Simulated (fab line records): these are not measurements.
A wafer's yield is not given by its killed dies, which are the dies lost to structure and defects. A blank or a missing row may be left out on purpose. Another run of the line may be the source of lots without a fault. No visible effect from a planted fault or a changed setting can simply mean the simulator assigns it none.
fab line records ; flow nandHarc
[record] lots = 15; wafers = 45; lastDay = 24
route steps=1159 shown A_BLC@980
lots untouched by any fault: they come from a run of this same line in which no faults occurred
startH: hours from the record's first day to the start of the lot's first wafer shown ; waitH: hours elapsed since this lot's preceding step ; " unchanged from the row above ; L1.1+2: a row that stands for several wafers ; - value missing, or start not given ; * or withheld: withheld ; < > ~ a bound
route shown NAME@n: a module of which the file shows steps, and the number in the route of the first ; usual: mean/standard deviation of fault-free wafers ; same: alike in all rows ; chamber/n: place in a boat ; sites: readings site by site ; _std_site: standard deviation of those values ; _edge_site: outer sites' mean less inner sites' ; radiusMm: for every site, how far away it sits from the centre of the wafer ; mask NAME#n: copy n ; behind: tool/chamber where the wafer was last shaped ; hold: reason for holding the lot/hours on hold/outcome of the hold ; device: transistor that didn't switch, given as n, p or np ; end of line: the tests these same wafers got at the end of their route ; where a step has no rows: the recipe by itself ; killed: not the wafer's yield, but the dies lost to structure and defects at the first sort ; map: the dies of a wafer, with x for killed, . for not killed, _ for no die there
set.NAME: the run value of the setting; set.NAME@STEP: its run value at that earlier step ; model.NAME: the simulator's own value behind a step, which no gauge read
steps of the route over a sample of lots; a table a step, a row a wafer
services: when a tool's chamber went out of use (startH, in hours from the record's first day, below 0 if earlier), for how many hours, and the reason
[[steps]]
[step NHARC_A_BLC_ETCH_18]
[recipe] targetDepthA = 9100; c4f8FlowSccm = 20; o2FlowSccm = 10; arFlowSccm = withheld; rfW = 600; biasW = 1500; chemistry = C4F8/O2/Ar
[usual] biasW = 1501/4.3; chamberPressureMTorr = 25.000/0.024; oesProductAu = 0.939/0.022; rfVppV = 979/6.6
lot.wafer;tool;chamber;startH;waitH;biasW;chamberPressureMTorr;oesProductAu;rfHoursCounterH;rfVppV
L723.2;rieDiel-02;3;398.86;-;1497;24.985;0.935;5;984
L723.6;rieDiel-02;3;398.86;-;1498;25.006;0.933;-;983
L723.5;rieDiel-02;0;398.86;-;1510;25.006;0.939;-;984
L721.1;rieDiel-02;2;400.19;-;1501;24.993;0.977;7;971
L721.3;rieDiel-02;3;400.19;-;1509;24.985;0.943;6;984
L721.5;rieDiel-02;3;400.19;-;1503;24.993;0.937;-;984
L722.4;rieDiel-02;1;404.90;-;1504;24.980;0.970;7;968
L722.1;rieDiel-02;0;404.90;-;1501;24.997;0.958;7;983
L722.6;rieDiel-02;1;404.90;-;1500;24.947;0.985;-;968
L728.2;rieDiel-02;1;428.55;-;1511;25.042;0.909;10;968
L728.3;rieDiel-02;2;428.55;-;1497;25.009;0.936;10;970
L728.4;rieDiel-02;3;428.55;-;1492;25.000;0.888;-;985
L725.3;rieDiel-04;2;429.23;-;1500;25.001;0.929;16;983
L725.2;rieDiel-04;1;429.23;-;1505;25.010;0.913;14;973
L725.6;rieDiel-04;1;429.23;-;1501;24.986;0.899;-;972
L730.1;rieDiel-04;1;450.06;-;1498;24.974;0.898;18;974
L730.5;rieDiel-04;1;450.06;-;1498;25.021;0.901;-;973
L730.6;rieDiel-04;2;450.06;-;1494;24.969;0.926;-;983
L731.3;rieDiel-02;1;465.42;-;1494;24.996;0.954;13;968
L731.2;rieDiel-02;2;465.42;-;1502;24.994;0.953;13;971
L731.5;rieDiel-02;3;465.42;-;1503;25.023;0.955;-;984
L736.2;rieDiel-04;0;476.47;-;-;-;-;-;-
L736.5;rieDiel-04;0;476.47;-;-;-;-;-;-
L736.6;rieDiel-04;2;476.47;-;-;-;-;-;-
L734.2;rieDiel-04;3;486.32;-;-;-;-;-;-
L734.1;rieDiel-04;1;486.32;-;-;-;-;-;-
L734.6;rieDiel-04;0;486.32;-;-;-;-;-;-
L737.2;rieDiel-02;2;487.33;-;-;-;-;-;-
L737.1;rieDiel-02;0;487.33;-;-;-;-;-;-
L737.6;rieDiel-02;3;487.33;-;-;-;-;-;-
L740.4;rieDiel-02;0;490.96;-;1503;25.009;0.955;15;982
L740.3;rieDiel-02;1;490.96;-;1499;25.044;0.955;16;969
L740.5;rieDiel-02;3;490.96;-;1499;25.036;0.950;-;984
L742.3;rieDiel-04;1;508.12;-;1508;25.020;0.940;3;973
L742.2;rieDiel-04;3;508.12;-;1497;24.982;0.969;4;985
L742.5;rieDiel-04;2;508.12;-;1501;25.006;0.949;-;984
L743.4;rieDiel-04;2;513.66;-;1502;24.958;0.959;5;984
L743.3;rieDiel-04;0;513.66;-;1505;24.991;0.973;5;986
L743.1;rieDiel-04;1;513.66;-;1493;25.006;0.970;4;973
L741.4;rieDiel-02;3;520.85;-;1496;25.018;0.960;0;983
L741.1;rieDiel-02;1;520.85;-;1500;24.965;0.953;1;968
L741.5;rieDiel-02;0;520.85;-;1503;24.996;0.951;-;983
L744.3;rieDiel-04;2;525.76;-;1501;24.978;0.924;6;984
L744.2;rieDiel-04;3;525.76;-;1500;25.009;0.941;6;984
L744.6;rieDiel-04;1;525.76;-;1497;25.003;0.925;-;972
[step NHARC_A_BLC_ALD_23]
[recipe] targetThkA = 30; pulseTimeS = 1; aldCycles = 150; tempC = 450; material = TiN
[usual] heaterPowerW = 1057/120; precursorPulseHeightRel = 0.998/0.02
lot.wafer;tool;chamber;startH;waitH;heaterPowerW;precursorPulseHeightRel;sinceWetCleanH
L723.2;aldMetal-01;1;400.09;-;1172;0.967;110
L723.6;aldMetal-01;1;400.09;-;1174;0.979;-
L723.5;aldMetal-01;2;400.09;-;1274;1.014;-
L721.1;aldMetal-02;0;401.49;-;1113;0.949;28
L721.3;aldMetal-02;1;401.49;-;1039;0.988;28
L721.5;aldMetal-02;3;401.49;-;896;1.003;-
L722.4;aldMetal-02;2;406.11;-;1127;0.960;32
L722.1;aldMetal-02;1;406.11;-;1072;0.987;32
L722.6;aldMetal-02;2;406.11;-;1121;1.045;-
L728.3;aldMetal-04;0;429.83;-;1020;0.995;14
L728.2;aldMetal-04;2;429.83;-;1225;0.996;14
L728.4;aldMetal-04;3;429.83;-;933;1.009;14
L725.3;aldMetal-02;1;430.56;-;1029;0.977;57
L725.2;aldMetal-02;2;430.56;-;1091;1.002;57
L725.6;aldMetal-02;0;430.56;-;1069;1.023;-
L730.1;aldMetal-01;1;451.32;-;1132;0.999;161
L730.6;aldMetal-01;2;451.32;-;1317;0.991;-
L730.5;aldMetal-01;3;451.32;-;973;0.994;-
L731.3;aldMetal-02;0;466.89;-;1072;1.030;93
L731.2;aldMetal-02;1;466.89;-;1011;0.992;93
L731.5;aldMetal-02;1;466.89;-;1057;0.998;-
L736.2;aldMetal-02;2;477.89;-;1115;0.991;104
L736.6;aldMetal-02;3;477.89;-;892;1.009;-
L736.5;aldMetal-02;0;477.89;-;1099;0.978;-
L734.1;aldMetal-01;0;487.53;-;976;1.025;20
L734.2;aldMetal-01;1;487.53;-;1173;1.025;20
L734.6;aldMetal-01;1;487.53;-;1181;0.976;-
L737.1;aldMetal-04;1;488.65;-;961;0.990;73
L737.2;aldMetal-04;2;488.65;-;1256;0.976;73
L737.6;aldMetal-04;3;488.65;-;932;1.003;-
L740.3;aldMetal-02;1;492.13;-;1007;1.002;118
L740.4;aldMetal-02;3;492.13;-;879;0.965;118
L740.5;aldMetal-02;2;492.13;-;1111;0.993;-
L742.2;aldMetal-02;3;509.33;-;885;1.019;135
L742.3;aldMetal-02;1;509.33;-;1059;1.018;135
L742.5;aldMetal-02;0;509.33;-;1085;1.020;-
L743.1;aldMetal-01;2;514.92;-;1280;0.980;47
L743.4;aldMetal-01;3;514.92;-;962;0.965;47
L743.3;aldMetal-01;0;514.92;-;970;0.996;47
L741.4;aldMetal-02;3;522.12;-;894;0.965;148
L741.1;aldMetal-02;1;522.12;-;1061;1.021;148
L741.5;aldMetal-02;3;522.12;-;866;1.013;-
L744.2;aldMetal-04;0;526.89;-;1047;0.965;111
L744.3;aldMetal-04;2;526.89;-;1235;0.991;111
L744.6;aldMetal-04;1;526.89;-;959;0.975;-
[step NHARC_A_BLC_CVD_24]
[recipe] targetThkA = 1500; tempC = 300; pressureTorr = 40; wf6FlowSccm = 40; h2FlowSccm = 1600; arFlowSccm = 1560; timeS = 434; material = W
[usual] heaterPowerW = 434/23; throttleValvePct = 8.08/0.25
lot.wafer;tool;chamber;startH;waitH;heaterPowerW;sinceWetCleanH;throttleValvePct
L723.2;cvdW-02;0;-;-;438;10;8.25
L723.6;cvdW-02;0;-;-;435;-;8.32
L723.5;cvdW-02;1;-;-;414;-;7.85
L721.1;cvdW-02;1;-;-;410;12;7.74
L721.3;cvdW-02;1;-;-;402;-;7.90
L721.5;cvdW-02;0;-;-;440;-;7.97
L722.1;cvdW-01;0;-;-;470;99;8.47
L722.4;cvdW-01;1;-;-;417;-;7.96
L722.6;cvdW-01;0;-;-;457;-;8.39
L728.2;cvdW-02;0;-;-;435;46;8.37
L728.3;cvdW-02;0;-;-;443;-;8.29
L728.4;cvdW-02;1;-;-;420;-;8.11
L725.2;cvdW-02;1;-;-;404;46;7.89
L725.3;cvdW-02;1;-;-;402;-;8.31
L725.6;cvdW-02;0;-;-;452;-;8.03
L730.1;cvdW-01;1;-;-;415;151;7.91
L730.6;cvdW-01;0;-;-;461;-;8.40
L730.5;cvdW-01;1;-;-;411;-;7.97
L731.2;cvdW-01;1;-;-;413;160;7.67
L731.3;cvdW-01;1;-;-;415;-;7.68
L731.5;cvdW-01;1;-;-;418;-;7.83
L736.2;cvdW-02;1;-;-;417;95;7.94
L736.6;cvdW-02;0;-;-;443;-;8.04
L736.5;cvdW-02;1;-;-;410;-;7.82
L734.1;cvdW-02;1;-;-;416;104;7.97
L734.2;cvdW-02;0;-;-;458;104;8.18
L734.6;cvdW-02;0;-;-;447;-;8.21
L737.1;cvdW-01;0;-;-;452;6;7.97
L737.2;cvdW-01;1;-;-;414;6;7.67
L737.6;cvdW-01;1;-;-;414;-;7.72
L740.4;cvdW-01;1;-;-;410;-;7.53
L740.3;cvdW-01;0;-;-;445;-;7.98
L740.5;cvdW-01;0;-;-;456;-;7.88
L742.2;cvdW-02;1;-;-;413;120;8.30
L742.3;cvdW-02;1;-;-;396;-;8.22
L742.5;cvdW-02;0;-;-;449;-;8.24
L743.1;cvdW-01;0;-;-;440;30;8.24
L743.4;cvdW-01;1;-;-;419;-;7.44
L743.3;cvdW-01;0;-;-;454;-;8.10
L741.1;cvdW-02;1;-;-;425;134;8.08
L741.4;cvdW-02;0;-;-;451;-;8.34
L741.5;cvdW-02;1;-;-;411;-;8.21
L744.2;cvdW-02;1;-;-;409;137;8.27
L744.3;cvdW-02;1;-;-;418;-;7.60
L744.6;cvdW-02;0;-;-;443;-;8.38
[step NHARC_A_BLC_CMP_25]
[recipe] tOverpolishS = 30; targetThkNm = 150
[usual] motorCurrentA = 12.0/1.3; overpolishRunS = 29.999/0.0093; retainingRingPressureFrac = 1.000/0.0054; timeToEndpointS = 30/3.4
lot.wafer;tool;chamber;startH;waitH;motorCurrentA;overpolishRunS;retainingRingPressureFrac;timeToEndpointS
L723.2;cmp-01;1;400.91;0.5;12.5;30.016;1.003;29
L723.5;cmp-01;2;400.91;0.5;14.3;30.014;1.000;30
L723.6;cmp-01;3;400.91;0.5;10.1;29.998;0.991;30
L721.3;cmp-02;2;402.54;0.3;11.1;30.008;1.005;33
L721.1;cmp-02;0;402.54;0.3;11.2;30.001;1.006;29
L721.5;cmp-02;2;402.54;0.3;10.7;30.000;0.995;32
L722.4;cmp-02;3;406.83;0.2;11.9;29.983;0.994;34
L722.1;cmp-02;1;406.83;0.2;11.0;29.994;1.005;38
L722.6;cmp-02;0;406.83;0.2;11.1;29.985;0.991;31
L728.2;cmp-02;0;436.40;0.5;11.1;29.991;0.999;26
L728.3;cmp-02;1;436.40;0.5;11.0;29.989;1.004;34
L728.4;cmp-02;2;436.40;0.5;10.6;29.999;0.993;31
L725.3;cmp-02;3;436.83;0.3;11.4;29.992;1.002;34
L725.2;cmp-02;1;436.83;0.3;10.8;30.002;1.003;37
L725.6;cmp-02;3;436.83;0.3;11.4;30.000;1.010;32
L730.1;cmp-04;0;459.09;0.5;13.3;30.015;1.001;29
L730.5;cmp-04;1;459.09;0.5;13.6;30.012;0.992;25
L730.6;cmp-04;2;459.09;0.5;13.1;29.993;1.002;30
L731.3;cmp-02;3;467.62;0.2;11.6;30.006;0.995;32
L731.2;cmp-02;0;467.62;0.2;10.9;30.006;0.998;30
L731.5;cmp-02;0;467.62;0.2;11.0;30.004;0.997;30
L736.2;cmp-04;3;485.83;0.5;11.8;29.990;0.996;35
L736.6;cmp-04;0;485.83;0.5;12.3;29.993;1.004;30
L736.5;cmp-04;1;485.83;0.5;14.3;29.990;1.004;27
L734.2;cmp-01;2;494.47;0.4;14.2;29.995;1.002;29
L734.1;cmp-01;3;494.47;0.4;9.6;29.976;0.993;29
L734.6;cmp-01;3;494.47;0.4;9.3;29.992;0.995;31
L737.1;cmp-01;1;495.18;0.5;12.1;30.000;0.995;29
L737.2;cmp-01;2;495.18;0.5;13.7;29.996;1.005;32
L737.6;cmp-01;1;495.18;0.5;11.9;30.001;1.002;27
L740.4;cmp-01;3;495.58;0.3;9.5;29.994;0.998;31
L740.3;cmp-01;2;495.58;0.3;13.9;30.010;1.002;27
L740.5;cmp-01;0;495.58;0.3;14.8;29.990;0.994;26
L742.2;cmp-02;3;510.07;0.5;11.4;30.000;1.006;30
L742.3;cmp-02;1;510.07;0.5;11.6;29.999;0.991;39
L742.5;cmp-02;3;510.07;0.5;11.6;29.996;1.007;32
L743.1;cmp-02;0;518.36;0.4;11.4;29.987;1.000;25
L743.4;cmp-02;1;518.36;0.4;11.4;30.000;1.002;33
L743.3;cmp-02;2;518.36;0.4;10.9;29.998;1.001;32
L741.4;cmp-01;1;524.31;0.3;12.3;30.001;0.996;28
L741.1;cmp-01;3;524.31;0.3;10.2;30.018;1.011;33
L741.5;cmp-01;0;524.31;0.3;14.1;30.008;1.010;27
L744.3;cmp-04;0;527.63;0.3;13.8;29.998;1.005;29
L744.2;cmp-04;3;527.63;0.3;12.2;30.001;1.001;33
L744.6;cmp-04;0;527.63;0.3;12.3;30.005;1.007;28
[[services]]
tool;chamber;startH;hours;kind
cvdW-02;-;377.07;13.0;pm
aldMetal-04;-;378.15;0.4;repair
cmp-01;-;378.73;0.2;repair
cmp-01;-;384.73;4.0;pm
rieDiel-04;0;388.92;2.6;repair
cmp-04;-;399.00;4.0;pm
aldMetal-04;-;406.00;10.0;pm
aldMetal-01;2;421.39;10.8;repair
cmp-02;-;422.73;4.0;pm
rieDiel-04;3;425.97;5.8;repair
rieDiel-02;0;427.68;8.7;repair
aldMetal-02;3;430.15;3.2;repair
cmp-01;-;430.68;1.3;repair
aldMetal-01;-;432.77;1.3;repair
aldMetal-01;-;458.00;10.0;pm
cmp-01;-;459.42;0.4;repair
cvdW-02;-;459.95;0.9;repair
rieDiel-04;1;464.48;17.6;repair
rieDiel-04;-;465.90;9.0;pm
cvdW-01;-;475.34;13.0;pm
cmp-01;-;482.73;4.0;pm
rieDiel-02;1;484.85;4.3;repair
rieDiel-02;-;504.75;9.0;pm
cmp-02;-;520.85;4.0;pm
[[key]]
[firstSign] step = NHARC_A_BLC_ETCH_18; reading = toolRecord; direction = missing
effect none on later readings
metAt NHARC_A_BLC_ETCH_18
struckLots L734,L736,L737
laterRowsLeftOut L734.1,L734.2,L734.6,L736.2,L736.5,L736.6,L737.1,L737.2,L737.6
sortLeftOut L734.1,L734.2,L734.6,L736.2,L736.5,L736.6,L737.1,L737.2,L737.6
testerLeftOut L734,L736,L737
notActingAt NHARC_A_BLC_ALD_23,NHARC_A_BLC_CVD_24,NHARC_A_BLC_CMP_25
onsetBetween 465.42 476.47
[fault] kind = skippedStepWhole; tool = rieDiel-02,rieDiel-04; chamber = -; onsetH = 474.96; steps = NHARC_A_BLC_ETCH_18; scope = struckLotsOnly
// testerLeftOut: of these lots the tester's yield and bins aren't shown, on N5 and GAA mostly nor the transistor test; their killed dies are dies lost to structure and defects alone, not to doping, threshold or leakage, so they don't give the yield
// sortLeftOut: the simulated sort isn't trusted on such a fault, so these wafers' sort isn't shown, and their yield isn't known
// laterRowsLeftOut: the simulator's readings of these wafers behind a module that went badly wrong aren't trusted and aren't shown, but for the sort
